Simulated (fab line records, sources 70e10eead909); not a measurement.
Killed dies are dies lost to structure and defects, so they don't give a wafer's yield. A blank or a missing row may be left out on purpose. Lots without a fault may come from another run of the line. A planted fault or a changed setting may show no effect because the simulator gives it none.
Which tool did it? | flow nand_harc | 15 lots, 45 wafers sampled, at 4 steps of a route of 1302

WHAT THE GAUGES READ, wafer by wafer
NHARC_A_START_INSPECT_01.
lot  | measured     | on                | raw_defect_count
L545 | day 6 18:52  | defect_inspect-01 | 1 7 7
L546 | day 7 06:10  | defect_inspect-01 | 4 2 7
L547 | day 7 18:05  | defect_inspect-01 | 2 2 2
L550 | day 8 20:40  | defect_inspect-01 | 3 3 2
L549 | day 8 22:12  | defect_inspect-02 | 6 5 2
L551 | day 9 17:01  | defect_inspect-02 | 5 3 2
L552 | day 10 01:31 | defect_inspect-02 | 4 3 2
L554 | day 10 13:29 | defect_inspect-02 | 4 5 5
L555 | day 10 21:41 | defect_inspect-02 | 2 6 2
L562 | day 13 18:19 | defect_inspect-02 | 4 1 3
L563 | day 14 05:52 | defect_inspect-01 | 1 4 6
L564 | day 14 13:19 | defect_inspect-02 | 8 3 4
L566 | day 15 11:46 | defect_inspect-02 | 4 3 4
L567 | day 16 02:18 | defect_inspect-02 | 4 5 2
L568 | day 16 11:23 | defect_inspect-02 | 7 4 2

NHARC_A_ONON_D1_THK_MEAS_08: measures by ellipsometry.
lot  | measured     | on            | thk_nm (nm)
L545 | day 7 19:53  | film_metro-01 | 982 984 984
L546 | day 8 06:04  | film_metro-01 | 990 992 993
L547 | day 8 19:32  | film_metro-01 | 1003 1001 1000
L550 | day 10 00:46 | film_metro-02 | 1001 1000 1001
L549 | day 10 00:46 | film_metro-01 | 990 990 992
L551 | day 10 19:30 | film_metro-02 | 998 999 998
L552 | day 11 03:44 | film_metro-01 | 980 982 877
L554 | day 11 14:31 | film_metro-02 | 1006 905 1007
L555 | day 11 22:55 | film_metro-02 | 992 991 889
L562 | day 14 22:02 | film_metro-01 | 998 998 996
L563 | day 15 15:12 | film_metro-01 | 1000 999 998
L564 | day 15 15:12 | film_metro-02 | 997 998 998
L566 | day 16 10:01 | film_metro-02 | 1000 998 999
L567 | day 17 02:31 | film_metro-01 | 1002 999 1000
L568 | day 17 16:14 | film_metro-01 | 982 984 982

NHARC_END_SORT_01.
lot  | measured     | on        | killed_at_array | killed_at_other | killed_at_periphery | killed_dies | killed_open | killed_short
L552 | day 28 03:37 | prober-02 | 32 17 671       | 0 1 1           | 3 9 5               | 35 27 677   | 1 4 2       | 4 2 1
L554 | day 28 12:13 | prober-02 | 35 670 56       | 1 0 0           | 4 7 5               | 40 677 61   | 3 5 5       | 3 0 4
L555 | day 28 19:38 | prober-02 | 60 57 675       | 1 1 1           | 5 3 1               | 66 61 677   | 5 3 1       | 5 5 2

WHICH TOOL RAN EACH LOT (tool, then ch and the chambers of the sampled wafers, then the start)
lot  | NHARC_A_ONON_D1_DEP_06
L545 | pecvd_onon-04 ch 0, day 7 19:26
L546 | pecvd_onon-01 ch 0, day 8 05:34
L547 | pecvd_onon-04 ch 0, day 8 19:02
L550 | pecvd_onon-02 ch 0, day 10 00:18
L549 | pecvd_onon-01 ch 0, day 10 00:14
L551 | pecvd_onon-02 ch 0, day 10 18:59
L552 | pecvd_onon-02 ch 0, day 11 03:13
L554 | pecvd_onon-02 ch 0, day 11 14:04
L555 | pecvd_onon-02 ch 0, day 11 22:25
L562 | pecvd_onon-02 ch 0, day 14 21:32
L563 | pecvd_onon-02 ch 0, day 15 14:48
L564 | pecvd_onon-04 ch 0, day 15 14:41
L566 | pecvd_onon-04 ch 0, day 16 09:30
L567 | pecvd_onon-02 ch 0, day 17 02:04
L568 | pecvd_onon-02 ch 0, day 17 15:47
- NHARC_A_ONON_D1_DEP_06: target thk 1000 nm.

WHAT THE TOOLS THEMSELVES READ (means of the sampled wafers that have a number; where no wafer has one, the mark that the record gives instead)
The record holds no such reading with a usual standard deviation.

THE ANSWER, worked out from the rows above alone
Rule: what is usual is taken from the lots themselves. Put in order of their means at a reading, lots are off if they are a third of the lots or fewer, leave a main group of 4 or more, and stand apart from it by a gap of 3 or more times the standard deviation of the main group's means; of several such gaps the widest counts. A main group whose means are all the same, to the digits that the tables above print for the reading, isn't used. A lot without any number at a reading at which 4 lots or more have one is off too. The other lots that the step has rows for count as sound. The gauges are gone through in route order, then the tools' own readings, and for those a lot's mean is taken as printed above. The first step at which some lot is off is used, and at that step the reading that is off furthest; a lot without a number counts as furthest.
No lot is off at any reading shown: from this, nothing can be told.

WHAT THE SIMULATOR HAD PUT IN
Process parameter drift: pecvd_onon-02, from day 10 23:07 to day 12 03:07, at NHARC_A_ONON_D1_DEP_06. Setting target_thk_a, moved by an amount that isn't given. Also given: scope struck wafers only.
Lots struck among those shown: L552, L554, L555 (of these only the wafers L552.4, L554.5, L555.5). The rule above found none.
